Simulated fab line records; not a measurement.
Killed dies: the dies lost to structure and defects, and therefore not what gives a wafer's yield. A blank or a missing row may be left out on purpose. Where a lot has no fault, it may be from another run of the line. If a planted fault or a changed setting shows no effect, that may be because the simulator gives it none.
Struck lot and sound lot, side by side :: flow n5Finfet :: 37 steps out of a route of 1938
Sound: wafers L910.3, L910.4, L910.6. The struck wafers were L918.4, L918.5. At the end, the cause is stated.
At each step with rows: each side's tool, then ch and its chambers, then its first start. Under that, the readings that differ: sound wafers :: struck wafers :: difference of the means :: sigmas: that difference in standard deviations of wafers without a fault.
alike: words and numbers the same on both sides, and readings whose means are apart by under 2 such deviations; not compared: readings that were withheld, readings missing a value for some wafer, numbers with overlapping values and no deviation given by the record, and bounds like >300 which may hide the same value.
The two part at a step that has a row with sigmas, a row that says differs or no value, or rows on one side only. Non-overlapping numbers with no deviation appear without sigmas and do not part them. Lack of a reading on every wafer of one side parts them only where that side has two or more wafers.

first, 9 steps without rows for these wafers: N5_SDB_COAT_04 (time 60 s, resist thk 18 nm); N5_SDB_COAT_05 (resist thk 90 nm); N5_SDB_EBR_07; N5_SDB_SOFTBAKE_06 (time 60 s); N5_SDB_EXPOSE_08 (exposes mask SDB); N5_SDB_PEB_09 (peb time 60 s); N5_SDB_DEVELOP_10 (develop time 30 s); N5_SDB_DESCUM_16 (chemistry O2, time 7.9 s); N5_SDB_ETCH_17 (etches SiARC in CF4, target depth 23.4 nm, time 39 s).
N5_SDB_ETCH_18: etches SOC in N2/H2, target depth 100 nm, overetch 20 nm, time 150 s.
  sound on rieDiel-03 ch 1,2, day 3 18:32; struck on rieDiel-05 ch 2,3, day 5 19:14
reading: biasW (W)
sound: 150.5 150.2 150.1
struck: - -
difference: no value on the struck wafers
sigmas: 

reading: model.etch.depthNm (nm)
sound: 100.2 100.3 100.1
struck: 85.7 86.48
difference: -14.1
sigmas: 

reading: model.SiARC_of_SDB_COAT_04.thkNm (nm)
sound: 12.8 12.4 12.8
struck: 14.4 14.2
difference: +1.6
sigmas: 
  alike: drypumpMotorCurrentA, oesProductAu, rfVppV, showerheadPlenumPTorr, tempC, throttleValvePct
  not compared: rfHoursCounterH
then, 26 steps without rows for these wafers: N5_SDB_STRIP_19 (strips in N2/H2); N5_SDB_STRIP_21 (strips in CF4); N5_SDB_HM_OPEN_20 (chemistry CH3F/O2, target SiNx, stops on poly-Si, target depth 24 nm); N5_SDB_STRIP_22 (strips in N2/H2); N5_SDB_PRECLEAN_23 (cleans in dHF, time 30 s); N5_SDB_DUMMY_REMOVE_24 (chemistry TMAH, target poly-Si, stops on SiO2, target depth 142 nm, time 57 s, rinse time 30 s); N5_SDB_ETCH_25 (etches SiO2 in C4F6/O2, target depth 10 nm, time 3.3 s); N5_SDB_CUT_ETCH_26 (etches Si in HBr/Cl2/O2, target depth 129.6 nm, bt time 20 s, time 51.8 s); N5_SDB_PRECLEAN_38 (cleans in dHF, time 10 s); N5_SDB_PRECLEAN_39 (cleans in O3/DIW, time 45 s); N5_SDB_SRD_28 (time 30 s); N5_SDB_ALD_29 (deposits SiNx, target thk 30 nm, pulse time 1 s, ald cycles 600); N5_SDB_CMP_30 (polishes, stops on poly-Si, t overpolish 1.54 s, target thk 30 nm); N5_DUMMY_REMOVAL_HM_STRIP_01 (strips SiNx in CH3F/O2, stops on poly-Si, target depth 4 nm, time 6.8 s); N5_DUMMY_REMOVAL_STRIP_10 (strips in N2/H2, time 40 s); N5_DUMMY_REMOVAL_PRECLEAN_07 (cleans in dHF, time 30 s); N5_DUMMY_REMOVAL_DUMMY_REMOVE_02 (chemistry TMAH, target poly-Si, stops on SiO2, target depth 142 nm, time 57 s, rinse time 30 s); N5_DUMMY_REMOVAL_PRECLEAN_08 (cleans in NF3:NH3, afs cycles 2, time 20 s, sublimation time 60 s); N5_DUMMY_REMOVAL_PRECLEAN_04 (cleans in DHF, time 37 s); N5_DUMMY_REMOVAL_SRD_05 (time 30 s); N5_HKMG_FIN_IL_REGROW_00 (material SiO2, chemistry O3, target thk 0.75 nm, time 30 s); N5_HKMG_FIN_HK_ALD_01 (deposits HfO2, target thk 1.6 nm, pulse time 3 s, purge time 3 s); N5_HKMG_FIN_HK_ANNEAL_02 (time 30 s); N5_HKMG_FIN_ALD_74 (deposits La2O3, target thk 0.5 nm, pulse time 6 s, co reactant pulse time 1 s); N5_HKMG_FIN_ALD_75 (deposits Al2O3, target thk 1 nm, co reactant pulse time 1 s); N5_HKMG_FIN_COAT_41 (time 60 s, resist thk 300 nm).
-- here the record skips 9 days between the struck wafers' starts before and after, leaving off in module HKMG_FIN and picking up in module PASSIVATION (first step shown: number 1936 of the route) --
N5_PASSIVATION_PROBE_49:
  record: rows for the struck wafers here (prober-02, day 14 18:30), none for the sound ones

WHERE THEY PART
At N5_SDB_ETCH_18 first; at N5_PASSIVATION_PROBE_49 last (within this record only).

WHY: the cause the simulator had injected
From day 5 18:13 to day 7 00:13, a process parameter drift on rieDiel-05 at N5_SDB_ETCH_18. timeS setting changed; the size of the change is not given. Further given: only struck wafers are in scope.
